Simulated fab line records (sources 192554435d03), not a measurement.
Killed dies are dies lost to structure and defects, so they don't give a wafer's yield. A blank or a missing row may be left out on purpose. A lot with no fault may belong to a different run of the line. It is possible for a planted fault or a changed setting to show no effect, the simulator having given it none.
fab line records -- flow n5_finfet
record: lots: 3, wafers: 9, last_day: 18
route steps=1938 shown MOL_CONTACT_COAG@625 BEOL_M0_SAQP@632 BEOL_M4@1111 PASSIVATION@1936
lots that met no fault: taken from a fault-free run of the same line
start_h: start of the lot's first displayed wafer, in hours after the record's first day -- wait_h: how many hours have passed since the lot's step before this one -- " same as the row above -- L1.1+2: a row that stands for several wafers -- - either no value or no given start -- * or withheld: withheld -- < > ~ a bound
route shown NAME@n: names a module that has steps shown in the file, with the first one's number in the route -- usual: mean/standard deviation of fault-free wafers -- same: alike in all rows -- chamber/n: place in a boat -- sites: per-site readings -- _std_site: standard deviation across them -- _edge_site: mean of outer sites minus mean of inner sites -- radius_mm: how far each site lies from the wafer's centre -- mask NAME#n: copy n -- behind: the most recent tool/chamber to have shaped the wafer -- hold: the reason the lot was held/the length of the hold in hours/how it ended -- device: the n, p or np transistor that did not switch -- end of line: tests run on the same wafers once the route is complete -- a step with no rows: only its recipe -- killed: not the wafer's yield, but the dies lost to structure and defects at the first sort -- map: dies across one wafer; x = killed, . = not, _ = none there
set.NAME: the setting the step ran with; set.NAME@STEP: the setting that earlier step ran with -- model.NAME: the simulator's own value behind a step, which no gauge read
certain route steps with their lots: each step a table, each wafer a row
services: the hour from which a tool's chamber was out of use, counted from the record's first day as start_h (under 0 if before that day), plus the number of hours and why
== steps ==
step: N5_MOL_CONTACT_COAG_PRECLEAN_127
recipe: chemistry: DIW, time_s: 57.5, temp_c: 23
step: N5_MOL_CONTACT_COAG_SRD_128
recipe: dry_time_s: 32, dry: n2_spin, spin_rpm: 1500
step: N5_MOL_CONTACT_COAG_CMP_52
recipe: stop_on: SiO2, t_overpolish_s: 1.5, post_cmp_clean: w_dilute_nh4oh, down_force_psi: 4, platen_rpm: 50.289, pad_velocity_m_s: 1.0006, target_thk_nm: 66.5
step: N5_MOL_CONTACT_COAG_ANNEAL_112
recipe: temp_c: 400, time_s: 1800, ambient: HPD2, pressure_atm: 10
step: N5_BEOL_M0_SAQP_PECVD_00
recipe: material: SiCN, target_thk_a: 80, temp_c: withheld, precursor: 3MS/NH3, pressure_torr: 3, rf_w: 202, time_s: 14
step: N5_BEOL_M0_SAQP_ILD_DEP_01
recipe: material: SiOC, target_thk_a: 454.19, temp_c: 350, precursor: DEMS/O2, pressure_torr: 5, rf_w: 500, time_s: 8.7
step: N5_BEOL_M0_SAQP_HM_DEP_02
recipe: material: TiN, target_thk_a: 120, temp_c: 25, chamber_pressure_pa: 0.49996
step: N5_BEOL_M0_SAQP_PECVD_03
recipe: material: SiCN, target_thk_a: 120, temp_c: withheld, precursor: 3MS/NH3, pressure_torr: 3, rf_w: 202, time_s: 21.1
step: N5_BEOL_M0_SAQP_PECVD_96
recipe: material: a-Si, target_thk_a: 450, temp_c: 350, precursor: SiH4/He, pressure_torr: 3, rf_w: 100, time_s: 45.2
step: N5_BEOL_M0_SAQP_PECVD_97
recipe: material: SiNx, target_thk_a: 230, temp_c: 350, precursor: SiH4/NH3/N2, pressure_torr: 1.5, rf_w: 300, time_s: 19.9
usual: heater_power_w: 555/92, showerhead_plenum_p_Torr: 5.17/0.084, throttle_valve_pct: 41.1/2.5
lot.wafer,tool,chamber,start_h,wait_h,heater_power_w,showerhead_plenum_p_Torr,throttle_valve_pct,model.SiNx_of_BEOL_M0_SAQP_PECVD_97.thk_nm
L554.1,pecvd-01,1,233.76,0.0,491,5.16,41.6,22.6
L554.4,pecvd-01,1,233.76,0.0,496,5.16,41.5,22.8
L554.6,pecvd-01,1,233.76,0.0,498,5.17,41.5,23
L553.4,pecvd-03,2,234.89,0.0,603,5.11,40.8,23.2
L553.5,pecvd-03,1,234.89,0.0,622,5.13,41.5,23.4
L553.6,pecvd-03,0,234.89,0.0,578,5.20,42.2,23.2
L552.1,pecvd-01,0,235.24,0.0,574,5.26,45.4,23.2
L552.2,pecvd-01,1,235.24,0.0,474,5.17,41.8,27
L552.6,pecvd-01,1,235.24,0.0,471,5.19,41.6,23.2
step: N5_BEOL_M0_SAQP_PECVD_04
recipe: material: a-Si, target_thk_a: 600, temp_c: 350, precursor: SiH4/He, pressure_torr: 3, rf_w: 100, time_s: 60.2
step: N5_BEOL_M0_SAQP_HM_DEP_111
recipe: material: SiO2, target_thk_a: 120, temp_c: 400, precursor: SiH4/N2O, pressure_torr: 0.75, rf_w: 275, time_s: 7.2
step: N5_BEOL_M0_SAQP_COAT_81
recipe: resist: SOC, temp_c: 250, time_s: 60, spin_rpm: 1500, resist_thk_nm: 100
step: N5_BEOL_M0_SAQP_COAT_82
recipe: resist: SiARC, temp_c: 220, time_s: 60, spin_rpm: 1500, resist_thk_nm: 30
step: N5_BEOL_M0_SAQP_COAT_08
recipe: resist: CAR-ArF, spin_rpm: 1500, resist_thk_nm: 90
step: N5_BEOL_M0_SAQP_EBR_10
recipe: solvent: PGMEA, ebr_width_mm: 1.5
step: N5_BEOL_M0_SAQP_SOFTBAKE_09
recipe: temp_c: 110, time_s: 60, resist: CAR-ArF
step: N5_BEOL_M0_SAQP_EXPOSE_11
recipe: mask_id: M0_CORE, na: 1.35, source_shape: dipole, sigma_inner: 0.538, sigma_outer: 0.738, polarization: te, target_cd_nm: 42, dose_mj: 55
step: N5_BEOL_M0_SAQP_PEB_12
recipe: peb_temp_c: withheld, peb_time_s: 60, resist: CAR-ArF
step: N5_BEOL_M0_SAQP_DEVELOP_13
recipe: develop_time_s: 30, developer: TMAH, resist: CAR-ArF, dev_temp_c: 23, rinse_liquid: diw, dry: air_spin
step: N5_BEOL_M0_SAQP_DESCUM_19
recipe: chemistry: O2, time_s: 7.9, source_power_w: 50, bias_power_w: 20, pressure_mtorr: 20, rf_frequency_hz: 2.712e+07, temp_c: 40, resist: CAR-ArF, o2_flow_sccm: 225
step: N5_BEOL_M0_SAQP_ETCH_83
recipe: chemistry: CF4, target: SiARC, target_depth_a: 390, mask_material: CAR-ArF, time_s: 65, ion_energy_ev: 80, pressure_mtorr: 40, source_w: 545, bias_w: 36, Ar_flow_sccm: 100, cf4_flow_sccm: 100, ends: cleared
step: N5_BEOL_M0_SAQP_ETCH_84
recipe: chemistry: N2/H2, target: SOC, target_depth_a: 1000, overetch_a: 200, mask_material: SiARC, temp_c: 40, time_s: 150, ion_energy_ev: 200, pressure_mtorr: 30, source_w: 840, bias_w: 150, n2_flow_sccm: 200, h2_flow_sccm: 200
step: N5_BEOL_M0_SAQP_STRIP_80
recipe: chemistry: N2/H2, temp_c: 40, n2_flow_sccm: 200, h2_flow_sccm: 200, rf_frequency_hz: 6e+07
step: N5_BEOL_M0_SAQP_HM_OPEN_112
recipe: chemistry: CHF3/O2, target: SiO2, stop_on: a-Si, target_depth_a: 120, over_etch_frac: 1.25, mask_material: SOC, time_s: 13.5, pressure_mtorr: 30, source_w: 650, bias_w: 170, Ar_flow_sccm: 200, CHF3_flow_sccm: 50, O2_flow_sccm: 5, ion_energy_ev: 200, ends: end_point
step: N5_BEOL_M0_SAQP_STRIP_113
recipe: chemistry: CHF3/O2, resist: SiARC, rf_frequency_hz: 6e+07
step: N5_BEOL_M0_SAQP_MANDREL_ETCH_20
recipe: target_depth_a: 600, chemistry: HBr/Cl2, target: a-Si, stop_on: SiNx, bt_time_s: 10, mask_material: SOC, over_etch_frac: 0.5, time_s: 30, pressure_mtorr: 10, icp_w: 800, bias_w: 75, HBr_flow_sccm: 150, Cl2_flow_sccm: 80, ends: end_point
step: N5_BEOL_M0_SAQP_STRIP_86
recipe: chemistry: N2/H2, power_w: 500, temp_c: 40, pressure_mtorr: 50, rf_frequency_hz: 6e+07, overash_fraction: 0.3, bias_power_w: 28, h2_frac: 0.5, n2_flow_sccm: 300, h2_flow_sccm: 300
step: N5_BEOL_M0_SAQP_STRIP_115
recipe: chemistry: post_etch_residue_remover, time_s: 60, temp_c: 25, remover_ph: withheld, remover_water_wt_pct: withheld, remover_fluoride_wt_pct: withheld
step: N5_BEOL_M0_SAQP_SRD_93
recipe: dry: ipa_marangoni, time_s: 30, temp_c: 23, rinse_liquid: diw
step: N5_BEOL_M0_SAQP_RECESS_114
recipe: chemistry: HF/NH3, target: SiO2, target_depth_a: 144, afs_cycles: 3, temp_c: 30, sublimation_temp_c: 180, sublimation_time_s: 60
step: N5_BEOL_M0_SAQP_SPACER1_ALD_98
recipe: material: SiO2, target_thk_a: 128, temp_c: 300, ald_precursor_family: BDEAS, ald_co_reactant: O2-plasma, pulse_time_s: 1, purge_time_s: 2, co_reactant_purge_time_s: 2, ald_cycles: 138, pressure_torr: 2
step: N5_BEOL_M0_SAQP_SPACER1_ETCHBACK_99
recipe: chemistry: CHF3/O2, mode: anisotropic_etchback, target: SiO2, target_depth_a: 154, time_s: 7.7, pressure_mtorr: 30, source_w: 650, bias_w: 170, Ar_flow_sccm: 200, CHF3_flow_sccm: 50, O2_flow_sccm: 5, ion_energy_ev: 200
step: N5_BEOL_M0_SAQP_MANDREL1_REMOVE_100
recipe: chemistry: HBr/Cl2/O2, bt_time_s: 10, target: a-Si, stop_on: SiNx, endpoint: OES-SiCl, over_etch_frac: 0.85, icp_w: 600, bias_w: 30, HBr_flow_sccm: 150, Cl2_flow_sccm: 80, O2_flow_sccm: 5, pressure_mtorr: 10
step: N5_BEOL_M0_SAQP_ETCH_106
recipe: chemistry: N2/H2, target: SOC, target_depth_a: 1500, stop_on: SiNx, ion_energy_ev: 100, bias_w: 61, pressure_mtorr: 30, source_w: 850, n2_flow_sccm: 200, h2_flow_sccm: 200
usual: drypump_motor_current_A: 5.5/0.68, oes_product_au: 0.74/0.064, rf_vpp_V: 240.9/1.4, showerhead_plenum_p_Torr: 2.56/0.097, throttle_valve_pct: 17.93/0.18
lot.wafer,tool,chamber,start_h,wait_h,drypump_motor_current_A,oes_product_au,rf_hours_counter_h,rf_vpp_V,showerhead_plenum_p_Torr,throttle_valve_pct,model.SiNx_of_BEOL_M0_SAQP_PECVD_97.thk_nm
L554.1,rie_diel-05,0,237.94,-,6.7,0.68,226,239.6,2.39,18.21,15
L554.4,rie_diel-05,1,237.94,-,6.7,0.71,181,239.8,2.42,18.00,15
L554.6,rie_diel-05,0,237.94,-,6.7,0.68,-,238.4,2.39,18.21,15.4
L553.4,rie_diel-01,3,240.63,-,4.7,0.68,246,239.6,2.50,18.16,15.6
L553.5,rie_diel-01,3,240.63,-,4.7,0.68,-,239.4,2.50,18.13,15.8
L553.6,rie_diel-01,0,240.63,-,5.0,0.74,-,239.8,2.63,18.13,15.2
L552.1,rie_diel-01,2,241.09,-,5.6,0.73,170,241.4,2.51,17.96,15.6
L552.2,rie_diel-01,1,241.09,-,5.2,0.67,247,240.1,2.60,17.81,19.2
L552.6,rie_diel-01,2,241.09,-,5.6,0.74,-,241.4,2.51,17.95,15.6
step: N5_BEOL_M4_RC_MEAS_101
usual: DIBL_N: 36.3/1.9, DIBL_P: 36.0/2.1, IOFF_N: 0.16/0.031, IOFF_P: 0.21/0.035, ION_N: 675/14, ION_P: 464/8.5, SS_N: 71.5/0.6, SS_P: 73.3/0.72, VT_N: 250/3.2, VT_P: -250/3.1
lot.wafer,tool,chamber,start_h,wait_h,DIBL_N[mV/V],DIBL_P[mV/V],IOFF_N[nA/um],IOFF_P[nA/um],ION_N[uA/um],ION_P[uA/um],SS_N[mV/dec],SS_P[mV/dec],VT_N[mV],VT_P[mV]
L554.1,prober-01,0,285.09,0.0,35.8,33.6,0.14,0.18,661,454,71.6,72.2,252,-251
L554.4,prober-01,0,285.09,0.0,36.8,35.1,0.16,0.21,680,472,71.9,73.1,249,-248
L554.6,prober-01,0,285.09,0.0,35.7,33.7,0.14,0.19,679,475,72.4,72.7,250,-251
L553.4,prober-02,0,320.52,0.5,36.7,36.3,0.15,0.21,676,460,72.0,73.5,252,-249
L553.5,prober-02,0,320.52,0.5,36.8,37.2,0.16,0.22,674,461,71.2,73.9,251,-254
L553.6,prober-02,0,320.52,0.5,34.8,34.3,0.12,0.18,658,454,71.0,72.8,255,-253
L552.1,prober-01,0,326.65,0.0,35.8,34.8,0.16,0.22,689,470,71.8,72.6,247,-246
L552.2,prober-01,0,326.65,0.0,35.5,34.5,0.15,0.20,668,456,72.2,72.9,249,-249
L552.6,prober-01,0,326.65,0.0,36.1,37.3,0.18,0.26,683,474,71.6,72.8,247,-248
step: N5_PASSIVATION_PROBE_49
usual: defect_limited_yield: 91.0/1.5, killed_at_M0_to_M3: 32/9.6, killed_at_M4_up: 13/4.7, killed_at_contacts: 13/7.2, killed_at_front_end: 44/13, killed_at_other: 4/3.4, killed_dies: 106/18, killed_open: 70/13, killed_short: 35/8, sort_bin_5_function: 5.3/0.97, sort_bin_6_memory: 3.4/0.73, sort_n_pass: 1074/18, sort_yield_pct: 91.0/1.5
same: gross_dies: 1180, killed_at_back_side: 0, sort_bin_4_leakage[%]: 0, sort_bin_8_speed[%]: 0
lot.wafer,tool,chamber,start_h,wait_h,defect_limited_yield[%],killed_at_M0_to_M3,killed_at_M4_up,killed_at_contacts,killed_at_front_end,killed_at_other,killed_dies,killed_open,killed_short,sort_bin_5_function[%],sort_bin_6_memory[%],sort_n_pass,sort_yield_pct[%]
L554.1,prober-02,-,375.90,0.0,92.1,49,14,10,17,3,93,68,21,5.3,2.4,1087,92.1
L554.4,prober-02,-,376.05,0.2,91.7,28,17,5,43,5,98,65,30,5.1,3.1,1082,91.7
L554.6,prober-02,-,376.15,0.3,91.4,43,16,15,26,1,101,63,35,5.4,2.6,1079,91.4
killed by level:class
L554.1 BEOL_M0_SAQP:geometric_particle:open=15 BEOL_M1:geometric_particle:open=10 MOL_CONTACT_COAG:geometric_particle:open=9 BEOL_M0:geometric_particle:short=8 BEOL_M2:geometric_particle:open=6 STI_FIN_REVEAL:geometric_particle:open=5 DUMMY_GATE:geometric_particle:open=4 FIN_SAQP:geometric_particle:open=3
L554.4 BEOL_M0_SAQP:geometric_particle:open=11 FIN_SAQP:geometric_particle:short=10 FIN_SAQP:geometric_particle:open=9 STI_FIN_REVEAL:geometric_particle:open=8 BEOL_M0_SAQP:geometric_particle:short=6 MOL_CONTACT_COAG:geometric_particle:open=5 DUMMY_GATE:geometric_particle:open=5 MIM_BOT:geometric_particle:short=4
L554.6 BEOL_M0_SAQP:geometric_particle:open=12 MOL_CONTACT_COAG:geometric_particle:open=11 BEOL_M0_SAQP:geometric_particle:short=8 BEOL_M0:geometric_particle:short=8 BEOL_M2:geometric_particle:open=6 FIN_SAQP:geometric_particle:open=5 FIN_SAQP:geometric_particle:short=5 BEOL_M4:geometric_particle:open=5
== services ==
tool,chamber,start_h,hours,kind
pecvd-03,1,210.14,2.1,scheduled_down
pecvd-01,0,210.55,5.5,scheduled_down
pecvd-01,2,216.01,5.5,scheduled_down
pecvd-01,2,233.55,2.1,scheduled_down
== key ==
first_sign none at tools or gauges
model_effect: step: N5_BEOL_M0_SAQP_PECVD_97, value: SiNx_of_BEOL_M0_SAQP_PECVD_97.thk_nm, without: 23, struck: 27
model_effect: step: N5_BEOL_M0_SAQP_ETCH_106, value: SiNx_of_BEOL_M0_SAQP_PECVD_97.thk_nm, without: 15.2, struck: 19.2
met_at N5_BEOL_M0_SAQP_PECVD_97
struck_wafers L552.2
onset_between 233.76 235.24
fault: kind: process_parameter_drift, tool: pecvd-01, chamber: -, onset_h: 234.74, steps: N5_BEOL_M0_SAQP_PECVD_97, channel: time_s, offset: *, shape: step, end_h: 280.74, scope: struck_wafers_only, acts_in: *, stated: *
